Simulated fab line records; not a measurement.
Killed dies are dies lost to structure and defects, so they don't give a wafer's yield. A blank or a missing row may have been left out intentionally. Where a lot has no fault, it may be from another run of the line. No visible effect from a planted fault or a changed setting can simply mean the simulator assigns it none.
fab line records    flow nand-harc
record: lots: 11  wafers: 33  last-day: 24
route steps=1159 shown A_BLC@987 A_M0@1006 A_M1@1034
lots that met no fault: taken from a fault-free run of the same line
start-h: start of the lot's first displayed wafer, in hours after the record's first day    wait-h: hours from the lot's prior step to this one    " as in the row above    L1.1+2: a row that stands for several wafers    - no value, or no start given    * or withheld: withheld    < > ~ a bound
route shown NAME@n: a module of which the file shows steps, and the number in the route of the first    usual: mean and standard deviation over wafers with no fault    same: alike in all rows    chamber/n: place in a boat    sites: per-site readings    _std_site: standard deviation across them    _edge_site: mean of outer sites minus mean of inner sites    radius-mm: for every site, how far away it sits from the centre of the wafer    mask NAME#n: copy n    behind: the last tool/chamber to shape the wafer    hold: what put the lot on hold/how long, in hours/how the hold closed    device: names the non-switching transistor (n, p or np)    end of line: at the end of the route, the tests of the same wafers    step lacking rows: just its recipe    killed: dies lost to structure and defects at the first sort, not the wafer's yield    map: dies across one wafer; x = killed, . = not, _ = none there
set.NAME: the run value of the setting; set.NAME@STEP: its run value at that earlier step    model.NAME: the simulator's own value behind a step, which no gauge read
one table for each step of the route and one row for each wafer, over a sample of lots
services: the hour from which a tool's chamber was out of use, counted from the record's first day as start-h (under 0 if before that day), plus the number of hours and why
== steps ==
step: NHARC_A_BLC_PVD_32
recipe: target-thk-a: 50  chamber-pressure-pa: 5  power-w: 5000  substrate-temp-c: 200  time-s: 17.7  material: Ti
usual: cathode-dc-power-W: 4999.9/0.83  throttle-valve-pct: 29.9/0.75
same: time-s: 17.7
lot.wafer  tool            chamber  start-h  wait-h  cathode-dc-power-W  throttle-valve-pct
L280.4     pvd-sputter-01  -        -        -       5001.4              29.4
L280.3     "               -        "        "       4998.1              31.2
L280.2     "               -        "        "       5000.3              30.1
L281.3     pvd-sputter-02  -        -        -       5000.5              29.1
L281.4     "               -        "        "       4999.9              29.8
L281.6     "               -        "        "       4999.9              29.9
L282.1     pvd-sputter-01  -        -        -       5000.1              30.6
L282.6     "               -        "        "       4999.6              29.3
L282.5     "               -        "        "       4998.4              31.4
L285.2     pvd-sputter-02  -        -        -       5000.9              29.0
L285.1     "               -        "        "       4999.9              29.9
L285.6     "               -        "        "       4999.4              30.1
L291.1     pvd-sputter-02  -        -        -       5000.1              29.0
L291.4     "               -        "        "       5000.3              30.0
L291.6     "               -        "        "       4999.4              29.2
L289.1     pvd-sputter-02  -        -        -       5000.6              29.0
L289.3     "               -        "        "       4999.3              29.8
L289.6     "               -        "        "       5000.1              30.1
L296.4     pvd-sputter-02  -        -        -       5000.8              29.0
L296.5     "               -        "        "       4999.7              29.1
L296.6     "               -        "        "       4999.9              29.1
L300.4     pvd-sputter-02  -        -        -       5000.8              29.9
L300.6     "               -        "        "       5001.1              29.7
L300.5     "               -        "        "       5000.7              30.0
L301.4     pvd-sputter-01  -        -        -       4998.3              31.2
L301.1     "               -        "        "       5000.0              29.8
L301.2     "               -        "        "       5000.1              30.8
L302.3     pvd-sputter-01  -        -        -       4999.4              30.4
L302.4     "               -        "        "       5000.7              30.8
L302.6     "               -        "        "       4999.7              30.3
L303.1     pvd-sputter-03  -        -        -       5001.3              30.6
L303.2     "               -        "        "       5000.2              30.3
L303.4     "               -        "        "       4999.5              29.5
step: NHARC_A_M0_INSPECT_11
usual: raw-defect-count: 32/14
lot.wafer  tool               chamber  start-h  wait-h  raw-defect-count
L280.2     defect-inspect-01  -        402.97   0.0     15
L280.3     "                  -        "        "       10
L280.4     "                  -        "        "       13
L281.3     defect-inspect-01  -        410.19   0.0     41
L281.4     "                  -        "        "       45
L281.6     "                  -        "        "       47
L282.1     defect-inspect-01  -        414.53   0.0     20
L282.5     "                  -        "        "       23
L282.6     "                  -        "        "       26
L285.1     defect-inspect-02  -        414.72   0.0     24
L285.2     "                  -        "        "       29
L285.6     "                  -        "        "       36
L291.1     defect-inspect-02  -        463.91   0.0     51
L291.4     "                  -        "        "       48
L291.6     "                  -        "        "       44
L289.1     defect-inspect-02  -        464.60   0.0     14
L289.3     "                  -        "        "       7
L289.6     "                  -        "        "       16
L296.4     defect-inspect-01  -        498.50   0.0     27
L296.5     "                  -        "        "       43
L296.6     "                  -        "        "       25
L300.4     defect-inspect-02  -        521.00   0.0     43
L300.5     "                  -        "        "       40
L300.6     "                  -        "        "       37
L301.1     defect-inspect-02  -        531.26   0.0     53
L301.2     "                  -        "        "       53
L301.4     "                  -        "        "       52
L302.3     defect-inspect-02  -        535.60   0.0     20
L302.4     "                  -        "        "       14
L302.6     "                  -        "        "       25
L303.1     defect-inspect-02  -        543.43   0.0     45
L303.2     "                  -        "        "       65
L303.4     "                  -        "        "       46
step: NHARC_A_M1_PEB_07
recipe: peb-temp-c: 100  peb-time-s: 65
usual: heater-power-total-W: 156.6/0.42  plate-temp-C: 100.01/0.12
lot.wafer  tool            chamber  start-h  wait-h  heater-power-total-W  plate-temp-C
L280.2     litho-track-06  0        406.81   0.1     156.4                 99.84
L280.3     "               0        "        "       157.2                 100.00
L280.4     "               0        "        "       157.1                 100.17
L281.3     litho-track-04  0        413.99   0.0     155.9                 100.11
L281.4     "               0        "        "       156.4                 100.18
L281.6     "               0        "        "       156.8                 100.16
L282.1     litho-track-06  0        418.36   0.1     156.5                 100.05
L282.5     "               0        "        "       156.4                 99.75
L282.6     "               0        "        "       157.2                 100.06
L285.1     litho-track-04  0        418.56   0.1     156.8                 100.00
L285.2     "               0        "        "       156.8                 100.00
L285.6     "               0        "        "       156.2                 100.04
L291.1     litho-track-04  0        468.26   0.1     166.6                 104.89
L291.4     "               0        "        "       167.2                 105.12
L291.6     "               0        "        "       167.5                 104.88
L289.1     litho-track-04  0        468.76   0.1     166.6                 104.67
L289.3     "               0        "        "       166.4                 104.76
L289.6     "               0        "        "       166.5                 104.79
L296.4     litho-track-06  0        502.37   0.0     156.1                 100.07
L296.5     "               0        "        "       157.1                 100.11
L296.6     "               0        "        "       156.5                 100.00
L300.4     litho-track-06  0        524.82   0.0     156.4                 99.96
L300.5     "               0        "        "       157.2                 99.93
L300.6     "               0        "        "       156.2                 99.93
L301.1     litho-track-01  0        535.16   0.1     157.1                 100.20
L301.2     "               0        "        "       157.2                 100.17
L301.4     "               0        "        "       156.8                 100.12
L302.3     litho-track-04  0        539.63   0.0     156.8                 100.03
L302.4     "               0        "        "       157.2                 99.98
L302.6     "               0        "        "       156.0                 100.24
L303.1     litho-track-04  0        547.29   0.1     156.9                 100.02
L303.2     "               0        "        "       157.1                 99.99
L303.4     "               0        "        "       156.5                 99.88
step: NHARC_A_M1_CD_MEAS_09
recipe: target-cd-nm: 120  landing-energy-ev: 500
usual: cd-nm: 120.1/0.65
lot.wafer  tool       chamber  start-h  wait-h  cd-nm
L280.2     cd-sem-01  0        406.89   -       119.9
L280.3     "          0        "        "       120.1
L280.4     "          0        "        "       119.6
L281.3     cd-sem-01  0        414.07   -       120.4
L281.4     "          0        "        "       121.2
L281.6     "          0        "        "       119.9
L282.1     cd-sem-01  0        418.44   -       120.2
L282.5     "          0        "        "       120.5
L282.6     "          0        "        "       120.0
L285.1     cd-sem-02  0        418.64   -       121.2
L285.2     "          0        "        "       119.9
L285.6     "          0        "        "       120.1
L291.1     cd-sem-03  0        468.34   -       135.9
L291.4     "          0        "        "       135.9
L291.6     "          0        "        "       135.0
L289.1     cd-sem-03  0        468.84   -       135.7
L289.3     "          0        "        "       135.6
L289.6     "          0        "        "       135.2
L296.4     cd-sem-02  0        502.46   -       119.9
L296.5     "          0        "        "       119.6
L296.6     "          0        "        "       120.6
L300.4     cd-sem-01  0        524.91   -       119.3
L300.5     "          0        "        "       120.1
L300.6     "          0        "        "       119.5
L301.1     cd-sem-03  0        535.24   -       119.3
L301.2     "          0        "        "       119.5
L301.4     "          0        "        "       120.4
L302.3     cd-sem-01  0        539.71   -       121.0
L302.4     "          0        "        "       119.2
L302.6     "          0        "        "       120.0
L303.1     cd-sem-02  0        547.37   -       120.5
L303.2     "          0        "        "       120.1
L303.4     "          0        "        "       120.1
step: NHARC_A_M1_ETCH_28
recipe: target-depth-a: 300  over-etch-frac: 0.3  time-s: 72.99  ion-energy-ev: 150  cf4-flow-sccm: 50  n2-flow-sccm: 100  ar-flow-sccm: 150  rf-w: 300  bias-w: 100  chemistry: CF4/N2
usual: chamber-pressure-mTorr: 29.999/0.03  drypump-motor-current-A: 5.6/0.5  oes-product-au: 1.002/0.0099  rf-fwd-power-W: 297.3/1.3  rf-vpp-V: 314.1/2.1  showerhead-plenum-p-Torr: 2.62/0.12  throttle-valve-pct: 19.795/0.0093
same: time-s: 72.99
lot.wafer  tool         chamber  start-h  wait-h  chamber-pressure-mTorr  drypump-motor-current-A  oes-product-au  rf-fwd-power-W  rf-hours-counter-h  rf-vpp-V  showerhead-plenum-p-Torr  throttle-valve-pct
L280.3     rie-diel-06  2        -        -       30.057                  5.8                      0.983           296.1           11.7                313.0     2.49                      19.788
L280.2     "            3        "        "       29.976                  4.7                      0.981           298.4           13.3                317.2     2.72                      19.809
L280.4     "            2        "        "       30.022                  5.8                      0.985           296.8           -                   312.4     2.49                      19.789
L281.3     rie-diel-04  0        -        -       29.989                  5.3                      1.001           298.4           6.5                 316.8     2.81                      19.792
L281.4     "            1        "        "       30.002                  6.0                      1.015           297.2           7.1                 313.2     2.54                      19.801
L281.6     "            0        "        "       29.992                  5.3                      1.001           299.4           -                   317.9     2.80                      19.774
L282.1     rie-diel-04  3        -        -       29.990                  5.5                      0.982           296.5           6.8                 315.0     2.57                      19.782
L282.5     "            0        "        "       30.018                  5.3                      0.991           298.7           -                   316.9     2.80                      19.797
L282.6     "            1        "        "       29.967                  6.0                      1.008           294.2           -                   312.0     2.54                      19.789
L285.2     rie-diel-10  2        -        -       30.008                  5.8                      1.000           299.3           1.2                 317.1     2.78                      19.801
L285.1     "            0        "        "       29.927                  4.9                      0.999           298.2           1.2                 312.5     2.51                      19.798
L285.6     "            1        "        "       30.014                  5.0                      1.009           297.2           -                   315.6     2.80                      19.793
L291.1     rie-diel-10  2        -        -       30.033                  5.7                      0.997           297.7           2.6                 315.5     2.78                      19.778
L291.4     "            3        "        "       29.967                  6.4                      0.999           296.0           2.7                 313.8     2.65                      19.783
L291.6     "            0        "        "       30.004                  4.9                      1.005           297.7           -                   312.5     2.51                      19.791
L289.3     rie-diel-10  3        -        -       30.006                  6.4                      0.995           296.6           2.8                 313.5     2.65                      19.816
L289.1     "            1        "        "       30.007                  5.0                      1.006           296.1           2.7                 317.3     2.80                      19.795
L289.6     "            2        "        "       29.994                  5.8                      0.993           298.9           -                   318.8     2.78                      19.795
L296.4     rie-diel-04  1        -        -       29.948                  6.0                      1.005           296.7           1.4                 313.2     2.54                      19.798
L296.6     "            3        "        "       29.971                  5.4                      0.999           296.9           -                   313.4     2.56                      19.783
L296.5     "            0        "        "       30.032                  5.3                      0.997           300.7           -                   317.1     2.80                      19.794
L300.4     rie-diel-06  3        -        -       29.975                  4.7                      1.002           296.5           5.9                 316.5     2.72                      19.795
L300.5     "            0        "        "       29.982                  5.7                      1.029           297.0           -                   313.8     2.58                      19.796
L300.6     "            1        "        "       29.997                  6.3                      1.002           297.7           -                   310.5     2.46                      19.795
L301.4     rie-diel-04  1        -        -       29.983                  6.0                      1.018           296.2           3.1                 312.2     2.53                      19.789
L301.2     "            3        "        "       30.002                  5.5                      1.005           298.8           3.2                 313.8     2.56                      19.788
L301.1     "            0        "        "       30.051                  5.3                      0.995           295.9           2.5                 316.2     2.80                      19.804
L302.3     rie-diel-04  3        540.69   0.3     30.003                  5.5                      1.009           295.2           -                   313.8     2.56                      19.797
L302.4     "            1        "        "       30.067                  6.0                      0.999           298.6           -                   311.0     2.53                      19.783
L302.6     "            1        "        "       29.974                  6.0                      1.016           296.1           -                   312.2     2.53                      19.790
L303.2     rie-diel-10  1        -        -       30.034                  5.0                      1.013           296.9           0.2                 317.5     2.80                      19.806
L303.4     "            3        "        "       30.038                  6.4                      1.023           295.9           0.2                 313.8     2.65                      19.787
L303.1     "            0        "        "       30.010                  4.9                      0.999           298.2           0.2                 313.3     2.51                      19.800
== services ==
tool            chamber  start-h  hours  kind
pvd-sputter-02  -        392.02   10.0   pm
rie-diel-06     0        395.45   15.0   repair
rie-diel-04     0        395.90   -      clean
rie-diel-04     1        395.90   -      clean
rie-diel-04     2        395.90   -      clean
rie-diel-04     3        395.90   -      clean
rie-diel-06     -        418.21   9.0    pm
rie-diel-04     0        420.41   -      clean
rie-diel-04     1        420.41   -      clean
rie-diel-04     2        420.41   -      clean
rie-diel-04     3        420.41   -      clean
litho-track-01  -        443.00   7.0    pm
pvd-sputter-03  -        458.00   10.0   pm
rie-diel-04     -        465.90   9.0    pm
litho-track-06  -        467.00   7.0    pm
pvd-sputter-03  -        473.76   3.9    repair
rie-diel-06     3        477.56   6.1    repair
litho-track-04  -        491.00   7.0    pm
rie-diel-04     2        493.21   5.8    repair
rie-diel-04     0        515.87   7.0    repair
rie-diel-10     -        530.78   9.0    pm
rie-diel-04     0        538.07   4.8    repair
rie-diel-04     2        539.08   13.7   repair
pvd-sputter-01  -        540.14   10.0   pm
== key ==
first-sign: step: NHARC_A_M1_PEB_07  reading: plate-temp-C  direction: up  sigmas: 42  usual: *  struck: *
effect: step: NHARC_A_M1_PEB_07  reading: heater-power-total-W  direction: up  sigmas: 24  usual: *  struck: *
effect: step: NHARC_A_M1_CD_MEAS_09  reading: cd-nm  direction: up  sigmas: 24  usual: 120.1  struck: 135.6
met-at NHARC_A_M1_PEB_07
struck-lots L289,L291
not-acting-at NHARC_A_BLC_PVD_32,NHARC_A_M0_INSPECT_11,NHARC_A_M1_ETCH_28
onset-between 418.56 468.26
fault: kind: process-parameter-drift  tool: litho-track-04  chamber: -  onset-h: 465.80  steps: NHARC_A_M1_PEB_07  channel: peb-temp-c  offset: *  shape: step  end-h: 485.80  acts-in: *  stated: *
